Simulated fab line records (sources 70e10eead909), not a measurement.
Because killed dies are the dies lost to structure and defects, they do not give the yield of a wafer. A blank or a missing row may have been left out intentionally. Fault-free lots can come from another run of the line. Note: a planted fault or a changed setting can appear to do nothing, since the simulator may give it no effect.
Chamber matching	flow nand harc	NHARC_P_GATE_ALD_36 on ald sin-04: 4 sister chambers
The step deposits SiNx, target thk 20 nm, pulse time 60 s, ald cycles 223. 8 wafers are shown with their chamber, then 10 later ones without.

== EACH WAFER AND ITS CHAMBER ==
wafer	chamber	heater power w (W)	precursor pulse height rel
L077.6	2	835	0.973
L088.1	0	951	1.016
L088.5	1	757	0.995
L085.1	2	845	0.985
L085.3	3	974	1.000
L085.5	1	774	0.992
L091.1	3	981	1.003
L091.3	0	965	0.968

== WAFERS WITH NO CHAMBER GIVEN ==
wafer	heater power w (W)	precursor pulse height rel
L091.6	934	1.013
L094.3	730	1.009
L094.1	798	1.023
L094.6	938	1.009
L097.1	728	1.034
L097.2	805	1.000
L097.4	956	1.019
L097.3	865	0.959
L097.5	754	0.992
L097.6	812	0.972

== THE CHAMBER EACH PASSED THROUGH ==
wafer	from the rows above	in truth
L091.6	can't be placed: 0 or 3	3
L094.3	1	1
L094.1	can't be placed: 1 or 2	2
L094.6	0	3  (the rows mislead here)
L097.1	1	1
L097.2	can't be placed: 2 or 1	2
L097.4	can't be placed: 0 or 3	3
L097.3	2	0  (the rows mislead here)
L097.5	1	1
L097.6	2	2
Correct placement for 4 of the 10. Cannot be placed on the basis of these rows: 4; the candidates contain the true chamber in 4. 2 placed wrongly.
How it was worked out, from the rows above alone: a wafer's distance from a chamber is the root of the sum, over the readings, of the square of ((its reading less the chamber's mean) divided by the reading's scatter). If the next closest chamber is less than 2 further off than the closest, the wafer can't be placed; otherwise it belongs to the closest. The mean given for a chamber averages the wafers shown for that chamber. The scatter is the square root of a quotient: the sum, over the shown wafers, of each reading's squared deviation from its chamber's mean, divided by wafers minus chambers.
